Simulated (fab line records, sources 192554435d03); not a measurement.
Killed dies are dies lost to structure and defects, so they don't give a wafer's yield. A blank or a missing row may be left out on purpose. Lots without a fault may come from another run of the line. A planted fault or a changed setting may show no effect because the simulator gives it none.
Chamber matching | flow n5_finfet | N5_BEOL_M6_DESCUM_16 on rie_diel-01: 3 sister chambers
The step chemistry O2, time 7.9 s. 20 wafers are shown with their chamber, then 6 later ones without.

WAFERS WITH THEIR CHAMBER
wafer  | chamber | drypump_motor_current_A (A) | throttle_valve_pct (%) | showerhead_plenum_p_Torr (Torr)
L075.2 | 3       | 5.25                        | 20.11                  | 2.02
L075.3 | 1       | 5.64                        | 20.42                  | 1.98
L075.5 | 0       | 5.33                        | 20.38                  | 2.15
L079.1 | 3       | 5.26                        | 20.13                  | 2.02
L079.3 | 0       | 5.33                        | 20.37                  | 2.15
L079.4 | 3       | 5.25                        | 20.12                  | 2.02
L081.4 | 3       | 5.25                        | 20.16                  | 2.02
L081.5 | 1       | 5.63                        | 20.45                  | 1.98
L081.6 | 0       | 5.35                        | 20.41                  | 2.14
L083.1 | 0       | 5.32                        | 20.42                  | 2.14
L083.4 | 0       | 5.34                        | 20.40                  | 2.14
L083.5 | 1       | 5.61                        | 20.47                  | 1.98
L084.4 | 3       | 5.25                        | 20.15                  | 2.02
L084.5 | 0       | 5.34                        | 20.41                  | 2.14
L084.6 | 1       | 5.63                        | 20.47                  | 1.97
L086.2 | 3       | 5.25                        | 20.17                  | 2.01
L086.3 | 0       | 5.34                        | 20.42                  | 2.14
L086.4 | 0       | 5.35                        | 20.43                  | 2.14
L088.1 | 3       | 5.24                        | 20.19                  | 2.01
L088.3 | 1       | 5.62                        | 20.03                  | 2.24

SIGNATURES (means of the wafers above)
reading                  | chamber 0 | chamber 1 | chamber 3 | scatter within a chamber
drypump_motor_current_A  | 5.3375    | 5.6260    | 5.2500    | 0.0093
throttle_valve_pct       | 20.4050   | 20.3680   | 20.1471   | 0.0947
showerhead_plenum_p_Torr | 2.1425    | 2.0300    | 2.0171    | 0.0571
Rule: a wafer's distance from a chamber is the root of the sum, over the readings, of the square of ((its reading less the chamber's mean) divided by the reading's scatter). The wafer belongs to the nearest chamber; if the next one is less than 2 further off, it can't be placed. The scatter: the root of (the sum of the squares of (reading less its chamber's mean) over the shown wafers, divided by (wafers less chambers)).

WAFERS WITHOUT THEIR CHAMBER
wafer  | drypump_motor_current_A (A) | throttle_valve_pct (%) | showerhead_plenum_p_Torr (Torr)
L092.1 | 5.25                        | 20.20                  | 2.01
L092.2 | 5.34                        | 19.98                  | 2.13
L092.3 | 5.61                        | 20.05                  | 2.23
L094.2 | 5.23                        | 20.20                  | 2.00
L094.3 | 5.63                        | 20.06                  | 2.23
L097.4 | 5.64                        | 20.06                  | 2.23

WHICH CHAMBER EACH WENT THROUGH
wafer  | from the rows above | in truth
L092.1 | 3                   | 3
L092.2 | 0                   | 0
L092.3 | 1                   | 1
L094.2 | 3                   | 3
L094.3 | 1                   | 1
L097.4 | 1                   | 1
Placed correctly: 6 of 6. Can't be placed from these rows: 0. Placed wrongly: 0.
